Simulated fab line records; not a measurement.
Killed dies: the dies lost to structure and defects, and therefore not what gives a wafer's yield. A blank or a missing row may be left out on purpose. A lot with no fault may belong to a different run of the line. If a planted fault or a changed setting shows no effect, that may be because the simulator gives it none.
fab line records + flow nandHarc + part 2 of 2: steps 23 to 31 of 31
[record]
- lots = 5
- wafers = 15
- lastDay = 33
route steps=1302 shown A_SLIT@930 A_SIN_REMOVE@947 A_WL_FILL@952
lots that met no fault: from a run of the same line without faults
startH: hours from the record's first day to the start of the lot's first wafer shown + waitH: hours elapsed since this lot's preceding step + " unchanged from the row above + L1.1+2: a single row standing in for several wafers + - no value, or no start was given + * or withheld: withheld + < > ~ a bound
route shown NAME@n: names a module that has steps shown in the file, with the first one's number in the route + usual: mean and standard deviation over wafers with no fault + same: alike in all rows + chamber/n: place in a boat + sites: readings site by site + _std_site: the values' standard deviation + _edge_site: mean of outer sites minus mean of inner sites + radiusMm: how far each site lies from the wafer's centre + mask NAME#n: copy n + behind: the most recent tool/chamber to have shaped the wafer + hold: why the lot went on hold/how many hours it stayed there/how the hold came to an end + device: which transistor (n, p or np) failed to switch + end of line: tests of these same wafers at the route's end + where a step has no rows: the recipe by itself + killed: dies lost to structure and defects at the first sort, not the wafer's yield + map: the dies of a wafer, with x for killed, . for not killed, _ for no die there
set.NAME: the setting that was run; set.NAME@STEP: the one run at that earlier step + model.NAME: the simulator's own value behind a step, which no gauge read
lots seen at some steps along the route; tables by step, rows by wafer
services: a tool's chamber out of use, with start hour (startH, from the record's first day; less than 0 if before it), hours out, and reason
[[steps]]
[step NHARC_A_WL_FILL_RTA_01]
[recipe]
- tempC = 1000
- timeS = 5
[usual]
- lampPowerPct = 27.9/0.42
- lamp_zone_1_pct = 27.9/0.42
- wafer_temp_C_max = 1003.7/0.98
| lot.wafer | tool         | chamber | startH | waitH | lampPowerPct | lamp_zone_1_pct | wafer_temp_C_max |
|-----------|--------------|---------|--------|-------|--------------|-----------------|------------------|
| L075.4    | rtpAnneal-01 | 0       | 446.06 | -     | 28.2         | 28.2            | 1002.3           |
| L075.5    | "            | 0       | "      | "     | 28.2         | 28.2            | 1004.5           |
| L075.6    | "            | 0       | "      | "     | 28.2         | 28.2            | 1002.5           |
| L074.1    | rtpAnneal-01 | 0       | 461.42 | -     | 28.2         | 28.2            | 1003.6           |
| L074.2    | "            | 0       | "      | "     | 28.1         | 28.2            | 1003.7           |
| L074.6    | "            | 0       | "      | "     | 28.1         | 28.2            | 1003.1           |
| L089.2    | rtpAnneal-01 | 0       | 584.88 | 0.3   | 28.2         | 28.2            | 1003.1           |
| L089.3    | "            | 0       | "      | "     | 28.2         | 28.2            | 1003.3           |
| L089.6    | "            | 0       | "      | "     | 28.2         | 28.3            | 1004.0           |
| L097.2    | rtpAnneal-01 | 0       | 671.71 | -     | 28.2         | 28.2            | 1003.4           |
| L097.4    | "            | 0       | "      | "     | 28.2         | 28.2            | 1002.8           |
| L097.5    | "            | 0       | "      | "     | 28.2         | 28.2            | 1003.9           |
| L096.2    | rtpAnneal-01 | 0       | 675.47 | -     | 28.2         | 28.2            | 1002.2           |
| L096.5    | "            | 0       | "      | "     | 28.2         | 28.2            | 1002.8           |
| L096.6    | "            | 0       | "      | "     | 28.2         | 28.2            | 1002.0           |
[step NHARC_A_WL_FILL_ALD_02]
[recipe]
- targetThkA = 20
- pulseTimeS = 3
- aldCycles = 100
- tempC = 450
- material = TiN
[usual]
- heaterPowerOuterW = 700/78
- heaterPowerW = 1106/110
- precursorPulseHeightRel = 1.002/0.019
- susceptorTempC = 450.02/0.25
| lot.wafer | tool        | chamber | startH | waitH | heaterPowerOuterW | heaterPowerW | precursorPulseHeightRel | susceptorTempC |
|-----------|-------------|---------|--------|-------|-------------------|--------------|-------------------------|----------------|
| L075.4    | aldMetal-02 | 1       | 446.29 | 0.2   | 664               | 1122         | 1.010                   | 449.98         |
| L075.6    | "           | 3       | "      | "     | 634               | 1054         | 1.007                   | 450.30         |
| L075.5    | "           | 0       | "      | "     | 631               | 935          | 1.023                   | 449.85         |
| L074.2    | aldMetal-04 | 0       | 461.71 | 0.2   | 618               | 986          | 0.997                   | 450.24         |
| L074.1    | "           | 1       | "      | "     | 612               | 1015         | 0.963                   | 450.05         |
| L074.6    | "           | 3       | "      | "     | 621               | 1010         | 1.019                   | 449.74         |
| L089.2    | aldMetal-02 | 3       | 585.07 | 0.2   | 646               | 1047         | 1.019                   | 450.18         |
| L089.3    | "           | 0       | "      | "     | 629               | 898          | 0.987                   | 449.85         |
| L089.6    | "           | 0       | "      | "     | 607               | 936          | 1.013                   | 450.12         |
| L097.2    | aldMetal-02 | 3       | 671.89 | 0.2   | 662               | 1076         | 0.992                   | 450.05         |
| L097.4    | "           | 0       | "      | "     | 632               | 961          | 1.005                   | 450.09         |
| L097.5    | "           | 2       | "      | "     | 792               | 1187         | 1.024                   | 449.97         |
| L096.2    | aldMetal-03 | 0       | 675.69 | 0.2   | 735               | 1181         | 1.007                   | 450.05         |
| L096.6    | "           | 3       | "      | "     | 726               | 1140         | 0.992                   | 450.50         |
| L096.5    | "           | 0       | "      | "     | 742               | 1184         | 0.996                   | 449.96         |
[step NHARC_A_WL_FILL_CVD_03]
[recipe]
- targetThkA = 400
- tempC = 300
- pressureTorr = 40
- wf6FlowSccm = 40
- h2FlowSccm = 1600
- arFlowSccm = 1560
- timeS = 279
- material = W
[usual]
- heaterPowerOuterW = 282/33
- heaterPowerW = 485/66
- mfcArSccm = 1561/5
- susceptorTempC = 300.01/0.2
- throttleValvePct = 7.94/0.26
| lot.wafer | tool    | chamber | startH | waitH | heaterPowerOuterW | heaterPowerW | mfcArSccm | susceptorTempC | throttleValvePct |
|-----------|---------|---------|--------|-------|-------------------|--------------|-----------|----------------|------------------|
| L075.4    | cvdW-01 | 1       | 446.81 | 0.2   | 345               | 558          | 1569      | -              | 7.94             |
| L075.5    | "       | 0       | "      | "     | 247               | 391          | 1568      | -              | 7.84             |
| L075.6    | "       | 1       | "      | "     | 344               | 559          | 1572      | -              | 7.85             |
| L074.2    | cvdW-02 | 1       | 462.07 | 0.1   | 267               | 459          | 1552      | 300.40         | 8.26             |
| L074.1    | "       | 0       | "      | "     | 294               | 541          | 1565      | 300.17         | 8.12             |
| L074.6    | "       | 1       | "      | "     | 276               | 463          | 1555      | 299.95         | 8.29             |
| L089.2    | cvdW-02 | 1       | 585.56 | 0.1   | 269               | 474          | 1555      | 299.92         | 8.29             |
| L089.3    | "       | 0       | "      | "     | 303               | 559          | 1558      | 299.93         | 7.71             |
| L089.6    | "       | 1       | "      | "     | 281               | 474          | 1554      | 299.87         | 8.30             |
| L097.2    | cvdW-02 | 1       | 672.40 | 0.1   | 279               | 486          | 1555      | 299.91         | 8.18             |
| L097.4    | "       | 0       | "      | "     | 306               | 552          | 1565      | 300.29         | 7.86             |
| L097.5    | "       | 1       | "      | "     | 284               | 482          | 1552      | 299.73         | 8.20             |
| L096.2    | cvdW-01 | 0       | 676.09 | 0.1   | 241               | 389          | 1554      | 300.18         | 7.83             |
| L096.6    | "       | 0       | "      | "     | 245               | 389          | 1566      | 300.38         | 7.67             |
| L096.5    | "       | 1       | "      | "     | 337               | 545          | 1562      | 300.04         | 7.77             |
[step NHARC_A_WL_FILL_ETCHBACK_04]
[recipe]
- targetDepthA = 600
- timeS = 120
- chemistry = NF3
[usual]
- drypumpMotorCurrentA = 5.63/0.28
- oesProductAu = 1.001/0.0074
| lot.wafer | tool        | chamber | startH | waitH | drypumpMotorCurrentA | oesProductAu | rfHoursCounterH |
|-----------|-------------|---------|--------|-------|----------------------|--------------|-----------------|
| L075.4    | rieMetal-01 | 0       | 447.13 | 0.3   | 5.17                 | 1.010        | -               |
| L075.5    | "           | 1       | "      | "     | 5.73                 | 1.008        | -               |
| L075.6    | "           | 0       | "      | "     | 5.19                 | 1.013        | -               |
| L074.1    | rieMetal-02 | 0       | 462.45 | 0.3   | 5.62                 | 1.008        | 0.9             |
| L074.2    | "           | 1       | "      | "     | 5.64                 | 1.007        | 0.9             |
| L074.6    | "           | 1       | "      | "     | 5.63                 | 1.006        | -               |
| L089.2    | rieMetal-03 | 0       | 585.92 | 0.3   | 6.09                 | 1.001        | 1.2             |
| L089.3    | "           | 0       | "      | "     | 6.11                 | 0.999        | -               |
| L089.6    | "           | 0       | "      | "     | 6.10                 | 0.997        | -               |
| L097.2    | rieMetal-02 | 1       | 672.78 | 0.3   | 5.63                 | 1.003        | 0.4             |
| L097.4    | "           | 1       | "      | "     | 5.61                 | 0.995        | -               |
| L097.5    | "           | 1       | "      | "     | 5.62                 | 1.008        | -               |
| L096.2    | rieMetal-01 | 1       | 676.47 | 0.3   | 5.70                 | 1.001        | 1.4             |
| L096.6    | "           | 1       | "      | "     | 5.72                 | 1.006        | -               |
| L096.5    | "           | 0       | "      | "     | 5.18                 | 1.000        | -               |
[step NHARC_A_WL_FILL_ETCHBACK_05]
[recipe]
- targetDepthA = 220
- timeS = 60
- tempC = 40
- chemistry = Cl2/BCl3
[usual]
- drypumpMotorCurrentA = 5.63/0.29
- oesProductAu = 0.999/0.0069
| lot.wafer | tool        | chamber | startH | waitH | drypumpMotorCurrentA | oesProductAu | rfHoursCounterH |
|-----------|-------------|---------|--------|-------|----------------------|--------------|-----------------|
| L075.4    | rieMetal-01 | 1       | 447.29 | 0.1   | 5.71                 | 1.001        | -               |
| L075.5    | "           | 1       | "      | "     | 5.71                 | 0.996        | -               |
| L075.6    | "           | 0       | "      | "     | 5.18                 | 1.003        | -               |
| L074.2    | rieMetal-02 | 0       | 462.69 | 0.2   | 5.58                 | 0.997        | 1.1             |
| L074.1    | "           | 1       | "      | "     | 5.61                 | 1.009        | 1.1             |
| L074.6    | "           | 0       | "      | "     | 5.59                 | 0.990        | -               |
| L089.2    | rieMetal-03 | 0       | 586.15 | 0.2   | 6.13                 | 0.998        | 1.3             |
| L089.3    | "           | 0       | "      | "     | 6.10                 | 1.000        | -               |
| L089.6    | "           | 1       | "      | "     | 5.84                 | 1.006        | -               |
| L097.2    | rieMetal-02 | 0       | 673.02 | 0.2   | 5.58                 | 1.000        | 0.5             |
| L097.4    | "           | 0       | "      | "     | 5.61                 | 1.007        | -               |
| L097.5    | "           | 0       | "      | "     | 5.60                 | 1.006        | -               |
| L096.2    | rieMetal-01 | 1       | 676.71 | 0.2   | 5.71                 | 0.999        | 1.6             |
| L096.6    | "           | 1       | "      | "     | 5.73                 | 0.996        | -               |
| L096.5    | "           | 0       | "      | "     | 5.18                 | 0.997        | -               |
[step NHARC_A_WL_FILL_STRIP_27]
[recipe]
- powerW = 1500
- tempC = 250
- timeS = 20
- chemistry = N2/H2
[usual]
- drypumpMotorCurrentA = 5.9/0.37
- heaterPowerW = 304/14
| lot.wafer | tool           | chamber | startH | waitH | drypumpMotorCurrentA | heaterPowerW | rfHoursCounterH |
|-----------|----------------|---------|--------|-------|----------------------|--------------|-----------------|
| L075.4    | plasmaAsher-01 | 0       | 447.45 | 0.1   | 5.4                  | 283          | -               |
| L075.6    | "              | 0       | "      | "     | 5.4                  | 280          | -               |
| L075.5    | "              | 1       | "      | "     | 6.1                  | 323          | -               |
| L074.1    | plasmaAsher-02 | 0       | 462.85 | 0.1   | 6.3                  | 295          | 13              |
| L074.2    | "              | 1       | "      | "     | 6.2                  | 308          | 13              |
| L074.6    | "              | 1       | "      | "     | 6.2                  | 314          | -               |
| L089.2    | plasmaAsher-01 | 1       | 586.30 | 0.1   | 6.1                  | 313          | 19              |
| L089.3    | "              | 0       | "      | "     | 5.4                  | 288          | -               |
| L089.6    | "              | 1       | "      | "     | 6.1                  | 310          | -               |
| L097.2    | plasmaAsher-02 | 0       | 673.40 | 0.4   | 6.3                  | 306          | 12              |
| L097.4    | "              | 0       | "      | "     | 6.2                  | 313          | -               |
| L097.5    | "              | 0       | "      | "     | 6.3                  | 304          | -               |
| L096.2    | plasmaAsher-02 | 0       | 677.03 | 0.3   | 6.3                  | 305          | 16              |
| L096.6    | "              | 0       | "      | "     | 6.3                  | 309          | -               |
| L096.5    | "              | 1       | "      | "     | 6.2                  | 305          | -               |
[step NHARC_A_WL_FILL_STRIP_28]
[recipe]
- timeS = 1200
- tempC = 72.5
- chemistry = postEtchResidueRemover
| lot.wafer  | tool        | chamber | startH | waitH |
|------------|-------------|---------|--------|-------|
| L075.6+4+5 | wetBench-04 | 4,5,0   | 447.58 | 0.1   |
| L074.2+1+6 | wetBench-04 | 6,0,2   | 463.03 | 0.1   |
| L089.6+3+2 | wetBench-05 | 6,0,1   | 586.46 | 0.1   |
| L097.4+5+2 | wetBench-05 | 2,5,6   | 673.58 | 0.1   |
| L096.2+5+6 | wetBench-09 | 0,1,2   | 677.24 | 0.2   |
[step NHARC_A_WL_FILL_PRECLEAN_06]
[recipe]
- timeS = 300
- chemistry = DIW
| lot.wafer  | tool        | chamber | startH | waitH |
|------------|-------------|---------|--------|-------|
| L075.6+4+5 | wetBench-04 | 4,5,0   | -      | -     |
| L074.2+1+6 | wetBench-04 | 6,0,2   | -      | -     |
| L089.6+3+2 | wetBench-05 | 6,0,1   | -      | -     |
| L097.4+5+2 | wetBench-05 | 2,5,6   | -      | -     |
| L096.2+5+6 | wetBench-09 | 0,1,2   | -      | -     |
[step NHARC_A_WL_FILL_SRD_07]
| lot.wafer  | tool        | chamber | startH | waitH |
|------------|-------------|---------|--------|-------|
| L075.6+4+5 | wetBench-04 | 4,5,0   | -      | -     |
| L074.2+1+6 | wetBench-04 | 6,0,2   | -      | -     |
| L089.6+3+2 | wetBench-05 | 6,0,1   | -      | -     |
| L097.4+5+2 | wetBench-05 | 2,5,6   | -      | -     |
| L096.2+5+6 | wetBench-09 | 0,1,2   | -      | -     |
[[services]]
| tool          | chamber | startH | hours | kind   |
|---------------|---------|--------|-------|--------|
| wetBench-05   | -       | 408.48 | 3.2   | repair |
| wetBench-05   | -       | 412.80 | 8.0   | pm     |
| rieDiel-10    | 1       | 414.03 | 4.6   | repair |
| rieDiel-12    | -       | 421.40 | 9.0   | pm     |
| rieDiel-10    | 0       | 421.79 | 16.5  | repair |
| rieDiel-06    | 3       | 424.03 | 4.1   | repair |
| rieDiel-06    | 1       | 438.22 | 7.9   | repair |
| rieDiel-06    | -       | 460.23 | 9.0   | pm     |
| rieDiel-12    | -       | 478.98 | 0.1   | repair |
| rieDiel-12    | 3       | 479.97 | 5.8   | repair |
| rieDiel-10    | 2       | 501.59 | 2.5   | repair |
| lithoTrack-06 | -       | 505.00 | 7.0   | pm     |
| rieDiel-06    | -       | 508.91 | 0.5   | repair |
| rieDiel-06    | 1       | 535.57 | 6.8   | repair |
| rieDiel-10    | 1       | 547.02 | 5.0   | repair |
| wetBench-04   | -       | 555.20 | 8.0   | pm     |
| rieDiel-10    | -       | 572.81 | 9.0   | pm     |
| rieDiel-06    | 0       | 585.90 | 14.8  | repair |
| rieDiel-06    | 2       | 585.93 | 2.6   | repair |
| rieDiel-06    | 3       | 588.93 | 5.8   | repair |
| rieDiel-12    | -       | 598.40 | 9.0   | pm     |
| rieDiel-12    | 0       | 631.91 | 5.4   | repair |
| rieDiel-06    | -       | 637.23 | 9.0   | pm     |
| rieDiel-12    | 1       | 665.61 | 1.8   | repair |
